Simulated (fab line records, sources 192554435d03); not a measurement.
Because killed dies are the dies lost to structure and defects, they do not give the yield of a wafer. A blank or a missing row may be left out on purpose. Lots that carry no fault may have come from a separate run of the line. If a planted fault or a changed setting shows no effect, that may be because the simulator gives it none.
fab line records + flow n5Finfet
[record]
- lots = 9
- wafers = 27
- lastDay = 19
route steps=1938 shown ZERO_LAYER@4 WELL_APT@50 PMOS_HMC_CHANNEL_EPI@81 BEOL_M4@1111
lots with no fault: from the same line, run without faults
startH: start of the lot's first displayed wafer, in hours after the record's first day + waitH: hours from the lot's prior step to this one + " as in the row above + L1.1+2: a single row standing in for several wafers + - no value present, or no start provided + * or withheld: withheld + < > ~ a bound
route shown NAME@n: NAME is a module with steps in the file, n the number in the route of the first one + usual: the fault-free wafers' mean and standard deviation + same: alike in all rows + chamber/n: place in a boat + sites: per-site readings + _std_site: how widely they spread, as a standard deviation + _edge_site: the outer-site mean with the inner-site mean subtracted + radiusMm: how far each site lies from the wafer's centre + mask NAME#n: copy n + behind: the most recent tool/chamber to have shaped the wafer + hold: cause of the lot's hold/its duration in hours/its outcome + device: which transistor (n, p or np) failed to switch + end of line: the route-end tests of the same wafers + a step given without rows: its recipe and nothing more + killed: count of dies lost to structure and defects at first sort (not the wafer's yield) + map: the dies of a wafer, with x for killed, . for not killed, _ for no die there
set.NAME: setting as actually run; set.NAME@STEP: the setting as run at that earlier step + model.NAME: the simulator's own value behind a step, which no gauge read
the route's steps for a sample of lots (tables are steps, rows are wafers)
services: from which hour (startH, from the record's first day; less than 0 if before it) a tool's chamber was out of use, for how many hours, and why
[[steps]]
[step N5_ZERO_LAYER_PECVD_02]
[recipe]
- material = SiO2
- targetThkA = 100
- tempC = 400
- precursor = SiH4/N2O
- pressureTorr = 0.75
- rfW = 275
- timeS = 6
[usual]
- heaterPowerW = 854/120
- showerheadPlenumPTorr = 8.06/0.1
| lot.wafer | tool     | chamber | startH | waitH | heaterPowerW | showerheadPlenumPTorr | sinceWetCleanH |
|-----------|----------|---------|--------|-------|--------------|-----------------------|----------------|
| L774.3    | pecvd-01 | 0       | 24.29  | 0.0   | 905          | 7.98                  | 909            |
| L774.4    | "        | 2       | "      | "     | 777          | 8.25                  | -              |
| L774.5    | "        | 0       | "      | "     | 921          | 7.98                  | -              |
| L777.1    | pecvd-03 | 0       | 42.28  | 0.0   | 867          | 8.03                  | 746            |
| L777.2    | "        | 1       | "      | "     | 810          | 7.98                  | 1471           |
| L777.3    | "        | 1       | "      | "     | 808          | 8.00                  | -              |
| L779.2    | pecvd-03 | 2       | 54.28  | 0.0   | 907          | 8.10                  | 4              |
| L779.3    | "        | 0       | "      | "     | 790          | 8.04                  | 758            |
| L779.4    | "        | 0       | "      | "     | 759          | 8.00                  | -              |
| L780.3    | pecvd-01 | 2       | 60.28  | 0.0   | 892          | 8.27                  | 191            |
| L780.5    | "        | 0       | "      | "     | 885          | 7.97                  | -              |
| L780.6    | "        | 2       | "      | "     | 899          | 8.26                  | -              |
| L782.3    | pecvd-01 | 1       | 72.28  | 0.0   | 846          | 8.08                  | 1682           |
| L782.5    | "        | 1       | "      | "     | 836          | 8.06                  | -              |
| L782.6    | "        | 0       | "      | "     | 895          | 7.96                  | -              |
| L784.2    | pecvd-01 | 0       | 84.28  | 0.0   | 909          | 7.97                  | 969            |
| L784.3    | "        | 1       | "      | "     | 862          | 8.06                  | 1694           |
| L784.5    | "        | 0       | "      | "     | 916          | 7.95                  | -              |
| L785.1    | pecvd-04 | 2       | 90.29  | 0.0   | 1035         | 7.91                  | 2063           |
| L785.2    | "        | 1       | "      | "     | 772          | 8.08                  | 1338           |
| L785.5    | "        | 2       | "      | "     | 1045         | 7.91                  | -              |
| L791.1    | pecvd-01 | 0       | 126.28 | 0.0   | 906          | 7.98                  | 1011           |
| L791.2    | "        | 1       | "      | "     | 778          | 8.05                  | 1736           |
| L791.6    | "        | 0       | "      | "     | 888          | 7.97                  | -              |
| L793.2    | pecvd-04 | 1       | 138.28 | 0.0   | 681          | 8.07                  | 1386           |
| L793.3    | "        | 0       | "      | "     | 745          | 8.11                  | 661            |
| L793.6    | "        | 1       | "      | "     | 669          | 8.08                  | -              |
[step N5_ZERO_LAYER_STRIP_24]
[recipe]
- chemistry = O2
- powerW = 1000
- tempC = 250
- overashFraction = 0.3
- pressureMtorr = 1000
- o2FlowSccm = 6750
[usual]
- drypumpMotorCurrentA = 5.8/0.47
- heaterPowerW = 343/20
- oesProductAu = 0.647/0.0042
- stripTimeToEndpointS = 43.87/0.077
| lot.wafer | tool           | chamber | startH | waitH | drypumpMotorCurrentA | heaterPowerW | oesProductAu | rfHoursCounterH | stripTimeToEndpointS |
|-----------|----------------|---------|--------|-------|----------------------|--------------|--------------|-----------------|----------------------|
| L774.3    | plasmaAsher-02 | 0       | 25.38  | 0.1   | 5.2                  | 372          | 0.647        | -               | 43.96                |
| L774.4    | "              | 1       | "      | "     | 5.9                  | 323          | 0.647        | -               | 43.96                |
| L774.5    | "              | 1       | "      | "     | 5.9                  | 325          | 0.652        | -               | 43.89                |
| L777.1    | plasmaAsher-02 | 1       | 43.04  | 0.1   | 5.9                  | 321          | 0.648        | 33              | 43.96                |
| L777.2    | "              | 0       | "      | "     | 5.2                  | 367          | 0.646        | 33              | 43.97                |
| L777.3    | "              | 1       | "      | "     | 5.9                  | 327          | 0.645        | -               | 43.95                |
| L779.2    | plasmaAsher-01 | 1       | 55.02  | 0.1   | 6.5                  | 372          | 0.648        | 79              | 43.74                |
| L779.3    | "              | 0       | "      | "     | 5.6                  | 327          | 0.643        | -               | 43.85                |
| L779.4    | "              | 1       | "      | "     | 6.5                  | 354          | 0.652        | -               | 43.86                |
| L780.3    | plasmaAsher-02 | 0       | 60.99  | 0.1   | 5.2                  | 357          | 0.649        | -               | 43.76                |
| L780.5    | "              | 1       | "      | "     | 5.9                  | 323          | 0.653        | -               | 43.86                |
| L780.6    | "              | 0       | "      | "     | 5.2                  | 370          | 0.652        | -               | 43.90                |
| L782.3    | plasmaAsher-01 | 0       | 72.91  | 0.1   | 5.6                  | 329          | 0.650        | -               | 43.94                |
| L782.5    | "              | 0       | "      | "     | 5.6                  | 322          | 0.650        | -               | 43.87                |
| L782.6    | "              | 1       | "      | "     | 6.5                  | 364          | 0.649        | -               | 43.89                |
| L784.2    | plasmaAsher-02 | 0       | 84.89  | 0.1   | 5.2                  | 364          | 0.651        | 41              | 43.82                |
| L784.3    | "              | 1       | "      | "     | 5.9                  | 320          | 0.649        | -               | 43.81                |
| L784.5    | "              | 1       | "      | "     | 5.9                  | 312          | 0.654        | -               | 43.86                |
| L785.1    | plasmaAsher-01 | 1       | 90.95  | 0.1   | 6.4                  | 363          | 0.651        | 87              | 43.91                |
| L785.2    | "              | 0       | "      | "     | 5.6                  | 332          | 0.639        | 87              | 43.81                |
| L785.5    | "              | 0       | "      | "     | 5.6                  | 328          | 0.646        | -               | 43.79                |
| L791.1    | plasmaAsher-01 | 1       | 127.02 | 0.1   | 6.4                  | 355          | 0.655        | 98              | 43.95                |
| L791.2    | "              | 0       | "      | "     | 5.6                  | 324          | 0.649        | 98              | 43.96                |
| L791.6    | "              | 1       | "      | "     | 6.5                  | 359          | 0.644        | -               | 44.02                |
| L793.2    | plasmaAsher-02 | 0       | 138.89 | 0.1   | 5.2                  | 366          | 0.654        | 45              | 43.79                |
| L793.3    | "              | 0       | "      | "     | 5.2                  | 368          | 0.644        | -               | 43.93                |
| L793.6    | "              | 0       | "      | "     | 5.2                  | 367          | 0.657        | -               | 43.83                |
[step N5_WELL_APT_RTA_34]
[recipe]
- tempC = 1000
- timeS = 10
- ambient = N2
- idleTempC = 600
- rampUpCPerS = 150
- rampDownCPerS = 60
- coolToC = 600
[usual]
- lampPowerPct = 13.00/0.055
- lamp_zone_1_pct = 13.00/0.033
- lamp_zone_2_pct = 13.00/0.033
- lamp_zone_3_pct = 13.00/0.034
- lamp_zone_4_pct = 12.991/0.03
- lamp_zone_5_pct = 12.996/0.029
- lamp_zone_6_pct = 12.92/0.035
- lamp_zone_7_pct = 13.417/0.028
- wafer_temp_C_max = 1003.5/1.1
| lot.wafer | tool         | chamber | startH | waitH | lampPowerPct | lamp_zone_1_pct | lamp_zone_2_pct | lamp_zone_3_pct | lamp_zone_4_pct | lamp_zone_5_pct | lamp_zone_6_pct | lamp_zone_7_pct | wafer_temp_C_max |
|-----------|--------------|---------|--------|-------|--------------|-----------------|-----------------|-----------------|-----------------|-----------------|-----------------|-----------------|------------------|
| L774.3    | rtpAnneal-01 | 0       | 28.93  | 0.1   | 13.06        | 13.02           | 13.02           | 12.94           | 12.966          | 12.923          | 12.87           | 13.439          | 1005.1           |
| L774.4    | "            | 0       | "      | "     | 12.99        | 12.96           | 12.98           | 12.94           | 12.925          | 12.991          | 13.01           | 13.415          | 1003.4           |
| L774.5    | "            | 0       | "      | "     | 12.93        | 13.03           | 12.97           | 12.98           | 12.949          | 12.964          | 12.86           | 13.393          | 1005.5           |
| L777.1    | rtpAnneal-01 | 0       | 46.27  | 0.0   | 13.01        | 13.02           | 12.98           | 12.97           | 12.988          | 13.010          | 12.93           | 13.399          | 1001.7           |
| L777.2    | "            | 0       | "      | "     | 13.03        | 12.95           | 12.99           | 13.04           | 12.976          | 13.014          | 12.91           | 13.418          | 1005.3           |
| L777.3    | "            | 0       | "      | "     | 12.96        | 13.04           | 12.95           | 12.97           | 13.019          | 13.021          | 12.90           | 13.472          | 1003.8           |
| L779.2    | rtpAnneal-01 | 0       | 58.51  | 0.3   | 13.02        | 12.95           | 12.98           | 13.00           | 13.008          | 13.017          | 12.95           | 13.450          | 1003.7           |
| L779.3    | "            | 0       | "      | "     | 13.01        | 13.02           | 12.95           | 13.00           | 12.996          | 13.003          | 12.91           | 13.353          | 1002.6           |
| L779.4    | "            | 0       | "      | "     | 13.02        | 12.94           | 12.98           | 12.99           | 12.998          | 13.021          | 12.93           | 13.429          | 1002.7           |
| L780.3    | rtpAnneal-02 | 0       | 63.80  | 0.1   | 12.92        | 12.98           | 13.07           | 12.98           | 13.039          | 12.968          | 12.95           | 13.385          | 1002.2           |
| L780.5    | "            | 0       | "      | "     | 13.09        | 13.00           | 12.98           | 12.96           | 12.985          | 13.037          | 12.87           | 13.435          | 1005.1           |
| L780.6    | "            | 0       | "      | "     | 13.01        | 12.98           | 13.00           | 12.99           | 13.009          | 12.977          | 12.91           | 13.420          | 1004.7           |
| L782.3    | rtpAnneal-01 | 0       | 76.63  | 0.3   | 12.97        | 12.94           | 12.98           | 13.04           | 12.987          | 13.018          | 12.94           | 13.442          | 1004.0           |
| L782.5    | "            | 0       | "      | "     | 12.91        | 12.95           | 13.04           | 13.04           | 12.973          | 13.063          | 12.91           | 13.372          | 1006.8           |
| L782.6    | "            | 0       | "      | "     | 13.04        | 13.00           | 13.03           | 12.96           | 13.018          | 12.968          | 12.92           | 13.391          | 1004.6           |
| L784.2    | rtpAnneal-01 | 0       | 87.89  | 0.1   | 13.03        | 12.97           | 13.01           | 13.01           | 12.942          | 12.934          | 12.88           | 13.403          | 1003.4           |
| L784.3    | "            | 0       | "      | "     | 12.99        | 13.04           | 13.04           | 12.98           | 13.029          | 13.014          | 12.93           | 13.427          | 1003.7           |
| L784.5    | "            | 0       | "      | "     | 13.05        | 12.97           | 13.05           | 13.02           | 12.970          | 13.028          | 12.95           | 13.437          | 1002.9           |
| L785.1    | rtpAnneal-02 | 0       | 93.74  | 0.0   | 12.99        | 12.99           | 13.02           | 12.97           | 12.962          | 12.960          | 12.88           | 13.402          | 1002.1           |
| L785.2    | "            | 0       | "      | "     | 12.97        | 12.98           | 13.01           | 13.00           | 13.017          | 12.989          | 12.97           | 13.369          | 1003.8           |
| L785.5    | "            | 0       | "      | "     | 12.92        | 13.03           | 12.96           | 13.01           | 12.965          | 13.037          | 12.93           | 13.465          | 1003.4           |
| L791.1    | rtpAnneal-01 | 0       | 129.70 | 0.0   | 14.68        | 14.70           | 14.72           | 14.67           | 14.669          | 14.651          | 14.66           | 15.207          | 1002.1           |
| L791.2    | "            | 0       | "      | "     | 14.67        | 14.67           | 14.69           | 14.63           | 14.699          | 14.624          | 14.57           | 15.117          | 1004.7           |
| L791.6    | "            | 0       | "      | "     | 14.67        | 14.71           | 14.70           | 14.67           | 14.666          | 14.717          | 14.59           | 15.170          | 1003.4           |
| L793.2    | rtpAnneal-01 | 0       | 141.69 | 0.0   | 14.68        | 14.67           | 14.66           | 14.75           | 14.726          | 14.668          | 14.61           | 15.152          | 1003.5           |
| L793.3    | "            | 0       | "      | "     | 14.77        | 14.66           | 14.68           | 14.68           | 14.679          | 14.636          | 14.63           | 15.139          | 1004.7           |
| L793.6    | "            | 0       | "      | "     | 14.76        | 14.66           | 14.69           | 14.69           | 14.655          | 14.689          | 14.63           | 15.204          | 1003.6           |
[step N5_PMOS_HMC_CHANNEL_EPI_CMP_21]
[recipe]
- material = SiGe30
- postCmpClean = alkalineBrush
- targetThkNm = 54
[usual]
- motorCurrentA = 11.8/0.85
- retainingRingPressureFrac = 1.000/0.0045
- slurryFlowMlMin = 150.0/0.51
| lot.wafer | tool   | chamber | startH | waitH | motorCurrentA | retainingRingPressureFrac | slurryFlowMlMin |
|-----------|--------|---------|--------|-------|---------------|---------------------------|-----------------|
| L774.3    | cmp-03 | 0       | 32.75  | 0.0   | 13.3          | 1.000                     | 150.3           |
| L774.4    | "      | 3       | "      | "     | 13.0          | 1.003                     | 149.9           |
| L774.5    | "      | 0       | "      | "     | 13.8          | 0.996                     | 149.7           |
| L777.1    | cmp-04 | 3       | 49.93  | 0.0   | 11.7          | 0.994                     | 150.8           |
| L777.3    | "      | 0       | "      | "     | 10.9          | 1.005                     | 150.0           |
| L777.2    | "      | 1       | "      | "     | 10.2          | 1.004                     | 150.5           |
| L779.2    | cmp-04 | 3       | 61.95  | 0.0   | 11.9          | 1.004                     | 150.3           |
| L779.4    | "      | 1       | "      | "     | 10.9          | 1.007                     | 149.8           |
| L779.3    | "      | 2       | "      | "     | 11.9          | 1.010                     | 149.6           |
| L780.3    | cmp-01 | 3       | 67.12  | 0.1   | 12.8          | 0.995                     | 150.2           |
| L780.5    | "      | 2       | "      | "     | 11.3          | 1.008                     | 150.2           |
| L780.6    | "      | 3       | "      | "     | 12.9          | 0.995                     | 150.5           |
| L782.3    | cmp-04 | 0       | 80.49  | 0.1   | 10.9          | 0.998                     | 150.9           |
| L782.6    | "      | 1       | "      | "     | 11.2          | 1.002                     | 149.9           |
| L782.5    | "      | 2       | "      | "     | 11.9          | 0.999                     | 150.5           |
| L784.2    | cmp-04 | 2       | 91.16  | 0.1   | 12.1          | 1.002                     | 150.0           |
| L784.3    | "      | 3       | "      | "     | 11.3          | 0.994                     | 150.6           |
| L784.5    | "      | 2       | "      | "     | 11.5          | 1.002                     | 150.1           |
| L785.1    | cmp-04 | 3       | 97.22  | 0.1   | 12.3          | 0.996                     | 150.5           |
| L785.2    | "      | 0       | "      | "     | 10.3          | 0.995                     | 150.2           |
| L785.5    | "      | 2       | "      | "     | 11.3          | 0.999                     | 150.1           |
| L791.1    | cmp-01 | 0       | 134.11 | 0.1   | 11.9          | 1.000                     | 150.1           |
| L791.2    | "      | 1       | "      | "     | 11.6          | 1.007                     | 149.3           |
| L791.6    | "      | 3       | "      | "     | 12.6          | 1.010                     | 149.8           |
| L793.2    | cmp-01 | 0       | 146.07 | 0.0   | 11.4          | 0.998                     | 149.8           |
| L793.3    | "      | 3       | "      | "     | 12.9          | 0.999                     | 150.6           |
| L793.6    | "      | 0       | "      | "     | 11.9          | 0.999                     | 149.9           |
[step N5_BEOL_M4_RC_MEAS_101]
[usual]
- DIBL_N = 36.0/1.9
- DIBL_P = 35.6/2.2
- IOFF_N = 0.15/0.031
- IOFF_P = 0.19/0.032
- ION_N = 668/11
- ION_P = 455/7.2
- SS_N = 71.5/0.65
- SS_P = 73.4/0.64
- VT_N = 251/3.6
- VT_P = -253/3.3
| lot.wafer | tool      | chamber | startH | waitH | DIBL_N[mV/V] | DIBL_P[mV/V] | IOFF_N[nA/um] | IOFF_P[nA/um] | ION_N[uA/um] | ION_P[uA/um] | SS_N[mV/dec] | SS_P[mV/dec] | VT_N[mV] | VT_P[mV] |
|-----------|-----------|---------|--------|-------|--------------|--------------|---------------|---------------|--------------|--------------|--------------|--------------|----------|----------|
| L774.3    | prober-01 | 0       | 198.86 | 0.3   | 34.8         | 34.5         | 0.13          | 0.17          | 647          | 445          | 71.1         | 72.7         | 252      | -253     |
| L774.4    | "         | 0       | "      | "     | 36.2         | 35.2         | 0.15          | 0.17          | 663          | 453          | 70.9         | 72.5         | 254      | -253     |
| L774.5    | "         | 0       | "      | "     | 36.5         | 35.6         | 0.15          | 0.17          | 655          | 441          | 71.8         | 73.5         | 251      | -254     |
| L777.1    | prober-02 | 0       | 241.66 | 0.0   | 33.2         | 32.0         | 0.11          | 0.14          | 649          | 441          | 72.3         | 71.9         | 260      | -256     |
| L777.2    | "         | 0       | "      | "     | 38.8         | 39.7         | 0.21          | 0.25          | 672          | 453          | 73.0         | 73.9         | 246      | -249     |
| L777.3    | "         | 0       | "      | "     | 34.7         | 34.8         | 0.13          | 0.18          | 658          | 454          | 71.3         | 73.4         | 255      | -252     |
| L779.2    | prober-01 | 0       | 246.14 | 0.2   | 35.6         | 33.8         | 0.12          | 0.16          | 663          | 451          | 71.1         | 72.4         | 253      | -256     |
| L779.3    | "         | 0       | "      | "     | 35.2         | 34.4         | 0.12          | 0.16          | 653          | 453          | 70.9         | 73.9         | 254      | -254     |
| L779.4    | "         | 0       | "      | "     | 37.1         | 36.4         | 0.16          | 0.20          | 662          | 452          | 71.8         | 73.0         | 251      | -253     |
| L780.3    | prober-02 | 0       | 248.01 | 0.3   | 34.0         | 33.2         | 0.12          | 0.19          | 650          | 452          | 71.2         | 72.7         | 255      | -251     |
| L780.5    | "         | 0       | "      | "     | 34.2         | 32.6         | 0.12          | 0.17          | 660          | 453          | 71.1         | 72.7         | 257      | -255     |
| L780.6    | "         | 0       | "      | "     | 32.9         | 32.8         | 0.11          | 0.17          | 665          | 458          | 71.4         | 72.7         | 254      | -254     |
| L782.3    | prober-01 | 0       | 288.47 | 0.3   | 33.1         | 33.0         | 0.11          | 0.17          | 663          | 455          | 70.5         | 72.5         | 251      | -254     |
| L782.5    | "         | 0       | "      | "     | 33.8         | 33.7         | 0.12          | 0.17          | 661          | 454          | 71.3         | 73.3         | 250      | -253     |
| L782.6    | "         | 0       | "      | "     | 32.3         | 31.0         | 0.10          | 0.14          | 658          | 449          | 70.5         | 73.1         | 255      | -256     |
| L784.2    | prober-01 | 0       | 295.37 | 0.2   | 38.7         | 37.3         | 0.17          | 0.22          | 674          | 461          | 71.9         | 74.7         | 250      | -250     |
| L784.3    | "         | 0       | "      | "     | 37.5         | 35.6         | 0.15          | 0.19          | 672          | 454          | 72.2         | 73.6         | 251      | -251     |
| L784.5    | "         | 0       | "      | "     | 37.1         | 35.4         | 0.15          | 0.18          | 659          | 446          | 71.0         | 73.3         | 256      | -255     |
| L785.1    | prober-02 | 0       | 304.20 | 0.0   | 36.9         | 37.9         | 0.18          | 0.21          | 683          | 459          | 71.5         | 73.2         | 246      | -253     |
| L785.2    | "         | 0       | "      | "     | 36.6         | 38.0         | 0.16          | 0.20          | 668          | 453          | 71.7         | 73.3         | 252      | -250     |
| L785.5    | "         | 0       | "      | "     | 38.0         | 38.5         | 0.20          | 0.22          | 685          | 461          | 71.9         | 74.0         | 247      | -250     |
| L793.2    | prober-02 | 0       | 325.97 | 0.2   | 38.3         | 38.5         | 0.20          | 0.25          | 680          | 460          | 72.7         | 73.9         | 247      | -249     |
| L793.3    | "         | 0       | "      | "     | 35.8         | 34.8         | 0.15          | 0.20          | 679          | 463          | 71.7         | 73.3         | 252      | -251     |
| L793.6    | "         | 0       | "      | "     | 36.4         | 36.0         | 0.17          | 0.22          | 676          | 465          | 72.1         | 74.1         | 250      | -252     |
| L791.1    | prober-01 | 0       | 331.90 | 0.0   | 37.3         | 36.5         | 0.17          | 0.20          | 680          | 458          | 71.3         | 73.6         | 247      | -251     |
| L791.2    | "         | 0       | "      | "     | 36.6         | 35.3         | 0.15          | 0.18          | 666          | 451          | 72.2         | 72.7         | 250      | -253     |
| L791.6    | "         | 0       | "      | "     | 38.7         | 39.4         | 0.21          | 0.25          | 686          | 463          | 72.4         | 73.9         | 243      | -251     |
[[services]]
| tool           | chamber | startH | hours | kind                          |
|----------------|---------|--------|-------|-------------------------------|
| cmp-03         | -       | 2.91   | 3.9   | pm                            |
| plasmaAsher-01 | -       | 7.42   | 1.3   | repair                        |
| cmp-03         | -       | 8.95   | 4.2   | repair                        |
| pecvd-03       | 2       | 21.12  | -     | clean                         |
| pecvd-03       | 2       | 21.12  | -     | consumableReplace:showerhead  |
| pecvd-03       | 2       | 21.12  | 29.0  | scheduledDown                 |
| rtpAnneal-02   | -       | 21.76  | 4.1   | pm                            |
| pecvd-01       | -       | 29.76  | 2.8   | pm                            |
| plasmaAsher-01 | -       | 30.49  | 5.8   | repair                        |
| cmp-04         | -       | 35.21  | 1.2   | repair                        |
| cmp-04         | -       | 42.63  | 1.7   | repair                        |
| cmp-01         | -       | 47.40  | 3.0   | repair                        |
| cmp-04         | -       | 57.35  | 4.0   | pm                            |
| cmp-04         | -       | 61.35  | -     | consumableReplace:conditioner |
| cmp-04         | -       | 61.35  | -     | consumableReplace:pad         |
| cmp-01         | -       | 73.39  | 1.5   | repair                        |
| plasmaAsher-02 | -       | 85.02  | 28.1  | pm                            |
| cmp-04         | -       | 107.69 | 4.0   | repair                        |
| cmp-04         | -       | 114.98 | 5.3   | pm                            |
| cmp-01         | -       | 118.48 | 0.8   | repair                        |
| pecvd-03       | -       | 125.98 | 0.6   | repair                        |
| cmp-03         | -       | 135.22 | 8.7   | pm                            |
| pecvd-03       | 0       | 144.63 | 19.6  | repair                        |
| plasmaAsher-02 | -       | 145.98 | 1.2   | repair                        |
[[key]]
[firstSign]
- step = N5_WELL_APT_RTA_34
- reading = lamp_zone_7_pct
- direction = up
- sigmas = 63
- usual = *
- struck = *
[effect]
- step = N5_WELL_APT_RTA_34
- reading = lamp_zone_5_pct
- direction = up
- sigmas = 57
- usual = *
- struck = *
metAt N5_WELL_APT_RTA_34
struckLots L791,L793
notActingAt N5_ZERO_LAYER_PECVD_02,N5_ZERO_LAYER_STRIP_24,N5_PMOS_HMC_CHANNEL_EPI_CMP_21
onsetBetween 87.89 129.70
[fault]
- kind = processParameterDrift
- tool = rtpAnneal-01
- chamber = -
- onsetH = 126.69
- steps = N5_WELL_APT_RTA_34
- channel = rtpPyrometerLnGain
- offset = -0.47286
- shape = step
- endH = 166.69
